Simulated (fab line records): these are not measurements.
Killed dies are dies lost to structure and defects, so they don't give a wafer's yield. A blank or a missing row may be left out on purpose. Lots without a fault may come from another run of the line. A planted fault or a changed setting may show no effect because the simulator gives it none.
What tool caused it? | flow n5Finfet | Sampling: 10 lots, 30 wafers, 4 of 1938 route steps

== WHAT THE GAUGES SHOWED, per wafer ==
The record lacks any reading of a measuring or inspecting step that a usual standard deviation could be used to judge.

== WHAT TOOL EACH LOT RAN ON (gives the tool, then ch and the chambers of the sampled wafers, and finally the start) ==
lot  | N5_HKMG_FIN_ETCH_31              | N5_HKMG_FIN_ETCH_67              | N5_HKMG_FIN_ALD_21                 | N5_GATE_CUT_ETCH_56
L733 | rieDiel-02 ch 0,1, day 4 02:12   | rieDiel-03 ch 0,2,3, day 4 04:44 | aldMetal-03 ch 0,2,3, day 4 05:28  | rieMetal-03 ch 1, day 4 06:52
L734 | rieDiel-06 ch 0,1,2, day 4 06:40 | rieDiel-06 ch 0,2,3, day 4 09:01 | aldMetal-01 ch 0,2,3, day 4 09:46  | rieMetal-03 ch 0,1, day 4 11:10
L735 | rieDiel-06 ch 1,2,3, day 4 15:22 | rieDiel-06 ch 1,2,3, day 4 17:50 | aldMetal-03 ch 1,2,3, day 4 18:43  | rieMetal-03 ch 0,1, day 4 20:07
L736 | rieDiel-02 ch 0,2,3, day 4 20:47 | rieDiel-06 ch 0,1,3, day 4 23:10 | aldMetal-01 ch 1,2,3, day 4 23:54  | rieMetal-01 ch 0,1, day 5 01:18
L737 | rieDiel-03 ch 0,1,2, day 5 02:18 | rieDiel-06 ch 0,2,3, day 5 04:43 | aldMetal-04 ch 1,2,3, day 5 05:28  | rieMetal-03 ch 0, day 5 06:52
L742 | rieDiel-03 ch 1,3, day 6 07:26   | rieDiel-06 ch 0,1, day 6 09:47   | aldMetal-04 ch 1,3, day 6 10:32    | rieMetal-03 ch 0,1, day 6 11:55
L748 | rieDiel-06 ch 0,2, day 7 21:05   | rieDiel-06 ch 1,3, day 7 23:26   | aldMetal-04 ch 0,1,3, day 8 00:11  | rieMetal-01 ch 0,1, day 8 01:35
L752 | rieDiel-06 ch 0,1,3, day 8 21:25 | rieDiel-03 ch 1,2,3, day 8 23:47 | aldMetal-04 ch 0,1,3, day 9 00:32  | rieMetal-02 ch 0,1, day 9 01:59
L754 | rieDiel-02 ch 1,2,3, day 9 08:08 | rieDiel-02 ch 1,3, day 9 10:41   | aldMetal-03 ch 0,2,3, day 9 11:34  | rieMetal-03 ch 0,1, day 9 12:58
L756 | rieDiel-03 ch 0,3, day 9 21:01   | rieDiel-03 ch 0,2,3, day 9 23:28 | aldMetal-04 ch 1,2,3, day 10 00:12 | rieMetal-02 ch 0,1, day 10 01:36
- N5_HKMG_FIN_ETCH_31: etches SiARC in CF4, target depth 45.5 nm, time 75.8 s.
- N5_HKMG_FIN_ETCH_67: etches SOC in N2/H2, stops on TiN, target depth 388.9 nm.
- N5_HKMG_FIN_ALD_21: deposits TiN, target thk 1.5 nm, pulse time 1 s, purge time 3 s.
- N5_GATE_CUT_ETCH_56: etches TiN in Cl2/Ar, target depth 21.6 nm.

== WHAT THE TOOLS THEMSELVES READ (means of the sampled wafers that have a number; where no wafer has one, the mark that the record gives instead) ==
N5_HKMG_FIN_ETCH_31. Usual: value, then standard deviation, for each; drypumpMotorCurrentA 5.66 A / 0.3; etchRfOnTimeS 75.8 s / 1.6; oesProductAu 0.64 a.u. / 0.046; rfFwdPowerW 538.7 W / 2.6; rfVppV 184.1 V / 1.1; showerheadPlenumPTorr 2.15 Torr / 0.068; throttleValvePct 15.70 % / 0.2.
lot  | tool       | drypumpMotorCurrentA (A) | etchRfOnTimeS (s) | oesProductAu (a.u.) | rfFwdPowerW (W) | rfVppV (V) | showerheadPlenumPTorr (Torr) | throttleValvePct (%) | flag
L733 | rieDiel-02 | 5.66                     | 78.3              | 0.62                | 538.9           | 184.2      | 2.17                         | 15.68                | 
L734 | rieDiel-06 | 5.83                     | 74.7              | 0.64                | 539.0           | 184.2      | 2.14                         | 15.81                | 
L735 | rieDiel-06 | 5.64                     | 75.3              | 0.63                | 541.9           | 183.0      | 2.08                         | 15.73                | 
L736 | rieDiel-02 | 5.54                     | 76.1              | 0.63                | 538.4           | 184.4      | 2.13                         | 15.75                | 
L737 | rieDiel-03 | 5.63                     | 74.6              | 0.64                | 540.6           | 184.6      | 2.14                         | 15.57                | 
L742 | rieDiel-03 | 5.50                     | 74.4              | 0.67                | 541.2           | 184.7      | 2.23                         | 15.55                | 
L748 | rieDiel-06 | 6.09                     | 75.3              | 0.61                | 537.5           | 183.3      | 2.10                         | 15.88                | 
L752 | rieDiel-06 | 5.48                     | 76.4              | 0.63                | 539.9           | 184.0      | 2.13                         | 15.70                | 
L754 | rieDiel-02 | 5.62                     | 75.4              | 0.62                | 537.5           | 183.6      | 2.15                         | 15.91                | 
L756 | rieDiel-03 | 5.78                     | 76.2              | 0.70                | 538.3           | 183.6      | 2.18                         | 15.55                | 

N5_HKMG_FIN_ETCH_67. Usual: value, then standard deviation, for each; drypumpMotorCurrentA 5.7 A / 0.32; h2FlowSccm 200.0 sccm / 0.62; oesProductAu 0.73 a.u. / 0.042; rfFwdPowerW 843 W / 3.2; rfVppV 240.6 V / 1.4; showerheadPlenumPTorr 2.54 Torr / 0.089; throttleValvePct 17.93 % / 0.21.
lot  | tool       | drypumpMotorCurrentA (A) | h2FlowSccm (sccm) | oesProductAu (a.u.) | rfFwdPowerW (W) | rfVppV (V) | showerheadPlenumPTorr (Torr) | throttleValvePct (%) | flag
L733 | rieDiel-03 | 5.9                      | 200.0             | 0.81                | 842             | 241.4      | 2.57                         | 17.81                | 
L734 | rieDiel-06 | 5.8                      | 199.4             | 0.75                | 844             | 240.0      | 2.51                         | 17.85                | 
L735 | rieDiel-06 | 5.6                      | 200.6             | 0.74                | 845             | 240.1      | 2.46                         | 17.91                | 
L736 | rieDiel-06 | 5.5                      | 200.1             | 0.75                | 842             | 241.1      | 2.55                         | 17.88                | 
L737 | rieDiel-06 | 5.8                      | 199.6             | 0.74                | 844             | 239.8      | 2.50                         | 17.86                | 
L742 | rieDiel-06 | 5.6                      | 200.1             | 0.74                | 846             | 240.5      | 2.58                         | 18.08                | 
L748 | rieDiel-06 | 5.3                      | 200.1             | 0.73                | 843             | 239.7      | 2.46                         | 17.78                | 
L752 | rieDiel-03 | 5.8                      | 200.3             | 0.75                | 845             | 241.6      | 2.61                         | 17.81                | 
L754 | rieDiel-02 | 5.7                      | 200.1             | 0.72                | 842             | 240.6      | 2.55                         | 18.22                | 
L756 | rieDiel-03 | 5.9                      | 200.0             | 0.76                | 843             | 240.1      | 2.55                         | 17.88                | 

N5_HKMG_FIN_ALD_21. Usual: chamberPressureTorr 3.000 Torr, standard deviation 0.0064; heaterPowerW 863 W, standard deviation 85; precursorPulseHeightRel 1.003, standard deviation 0.02; susceptorTempC 399.99 C, standard deviation 0.24.
lot  | tool        | chamberPressureTorr (Torr) | heaterPowerW (W) | precursorPulseHeightRel | susceptorTempC (C) | flag
L733 | aldMetal-03 | 2.999                      | 825              | 1.016                   | 399.90             | 
L734 | aldMetal-01 | 2.998                      | 885              | 0.999                   | 399.82             | 
L735 | aldMetal-03 | 3.000                      | 820              | 1.004                   | 400.01             | 
L736 | aldMetal-01 | 2.999                      | 861              | 0.996                   | 400.04             | 
L737 | aldMetal-04 | 3.007                      | 855              | 1.003                   | 400.15             | 
L742 | aldMetal-04 | 2.996                      | 870              | 0.995                   | 400.07             | 
L748 | aldMetal-04 | 3.005                      | 895              | 1.004                   | 400.03             | 
L752 | aldMetal-04 | 2.999                      | 920              | 0.992                   | 399.94             | 
L754 | aldMetal-03 | 2.994                      | 833              | 1.011                   | 400.06             | 
L756 | aldMetal-04 | 3.010                      | 871              | 1.029                   | 399.99             | 

N5_GATE_CUT_ETCH_56. Usual: drypumpMotorCurrentA 5.8 A, standard deviation 0.37; oesProductAu 0.71 a.u., standard deviation 0.13; rfFwdPowerW 596.0 W, standard deviation 1.8; throttleValvePct 20.84 %, standard deviation 0.29.
lot  | tool        | drypumpMotorCurrentA (A) | oesProductAu (a.u.) | rfFwdPowerW (W) | throttleValvePct (%) | flag
L733 | rieMetal-03 | 5.6                      | 0.67                | 595.3           | 20.83                | 
L734 | rieMetal-03 | 5.7                      | 0.68                | 594.7           | 20.74                | 
L735 | rieMetal-03 | 5.6                      | 0.68                | 596.7           | 20.74                | 
L736 | rieMetal-01 | 6.2                      | 0.62                | 598.7           | 21.00                | 
L737 | rieMetal-03 | 5.6                      | 0.77                | 742.2           | 20.56                | OFF
L742 | rieMetal-03 | 5.6                      | 0.70                | 644.2           | 20.74                | OFF
L748 | rieMetal-01 | 5.8                      | 0.85                | 595.0           | 21.06                | 
L752 | rieMetal-02 | 5.7                      | 0.80                | 597.0           | 20.50                | 
L754 | rieMetal-03 | 5.6                      | 0.66                | 597.6           | 20.76                | 
L756 | rieMetal-02 | 5.8                      | 0.91                | 594.0           | 20.34                | 

== THE ANSWER, worked out from the rows above alone ==
Rule: lot off if the mean of its wafers having a number is beyond 3 standard deviations from the usual mean. Also off: a lot with no number at a reading for which 4 or more lots have one. The other lots that the step has rows for count as sound. Order of review: gauges by route order, followed by the tools' own readings, for which a lot's mean as printed above is used. At the first step where some lot is off, the reading lying furthest off is the one used; lots without a number count as furthest.
Off at N5_GATE_CUT_ETCH_56 (rfFwdPowerW): L737, L742.
If a tool, at that step or one of the process steps before it, ran each lot that is off and ran no sound lot following the first of them, it fits. None of those tried fits.

== WHAT THE SIMULATOR PUT IN ==
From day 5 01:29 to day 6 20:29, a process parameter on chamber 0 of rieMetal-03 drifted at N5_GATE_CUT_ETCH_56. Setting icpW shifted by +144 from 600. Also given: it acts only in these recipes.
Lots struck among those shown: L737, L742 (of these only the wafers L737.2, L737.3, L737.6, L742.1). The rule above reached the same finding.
